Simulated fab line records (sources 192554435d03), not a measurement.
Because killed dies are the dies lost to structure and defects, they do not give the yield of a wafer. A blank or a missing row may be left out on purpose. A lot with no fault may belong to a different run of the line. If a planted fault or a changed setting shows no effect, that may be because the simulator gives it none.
Which tool was responsible?    flow n5 finfet    30 wafers from 10 lots sampled at 3 of the route's 1938 steps

== WHAT EACH GAUGE READ, for each wafer ==
N5_BEOL_M4_INSPECT_59: inspects for defects (darkfield).
lot   measured      on                 raw defect count
L729  day 8 01:44   defect inspect-02  93 66 59
L731  day 8 21:05   defect inspect-01  55 76 77
L732  day 8 19:31   defect inspect-01  66 84 55
L733  day 9 01:25   defect inspect-02  58 119 44
L736  day 10 11:19  defect inspect-02  56 85 49
L737  day 10 15:40  defect inspect-01  102 108 74
L738  day 10 18:26  defect inspect-01  60 60 72
L746  day 12 20:42  defect inspect-02  97 74 87
L747  day 13 01:29  defect inspect-02  92 38 53
L748  day 13 05:13  defect inspect-02  86 54 55

== EACH LOT AND THE TOOL THAT RAN IT (in order: tool; ch and the chambers of the sampled wafers; start) ==
lot   N5_HKMG_FIN_IL_REGROW_00         N5_BEOL_M4_ANNEAL_95
L729  ald hk-02 ch 0,2,3, day 4 05:53  pvd sputter-01, day 8 00:18
L731  ald hk-02 ch 0,2, day 4 18:41    pvd sputter-02, day 8 19:51
L732  ald hk-02 ch 1,3, day 4 23:52    pvd sputter-03, day 8 18:14
L733  ald hk-03 ch 0,1,2, day 5 05:43  pvd sputter-01, day 8 23:56
L736  ald hk-03 ch 1,2,3, day 5 23:38  pvd sputter-01, day 10 10:03
L737  ald hk-02 ch 1,2,3, day 6 05:26  pvd sputter-03, day 10 13:55
L738  ald hk-02 ch 1,2,3, day 6 13:49  pvd sputter-02, day 10 17:09
L746  ald hk-02 ch 0,3, day 8 10:31    pvd sputter-01, day 12 19:29
L747  ald hk-02 ch 0,1, day 8 17:07    pvd sputter-03, day 13 00:16
L748  ald hk-01 ch 0,1,3, day 8 23:47  pvd sputter-01, day 13 04:00
- N5_HKMG_FIN_IL_REGROW_00: material SiO2, chemistry O3, target thk 0.75 nm, time 30 s.
- N5_BEOL_M4_ANNEAL_95: time 240 s.

== THE ANSWER, worked out from the rows above alone ==
Rule: usual is defined by the lots themselves. The widest of any qualifying gaps counts: lots, ordered by their means at a reading, are off when they make up no more than a third of the lots, leave a main group of 4 or more, and stand apart from it by 3 or more times the standard deviation of that group's means. The tables above print the reading to a certain number of digits; a main group whose means all agree to those digits is not used. A lot without any number at a reading at which 4 lots or more have one is off too. All remaining lots with rows at the step are treated as sound.
Across all readings shown, no lot is off: no conclusion can be drawn from this.

== WHAT HAD BEEN PUT IN BY THE SIMULATOR ==
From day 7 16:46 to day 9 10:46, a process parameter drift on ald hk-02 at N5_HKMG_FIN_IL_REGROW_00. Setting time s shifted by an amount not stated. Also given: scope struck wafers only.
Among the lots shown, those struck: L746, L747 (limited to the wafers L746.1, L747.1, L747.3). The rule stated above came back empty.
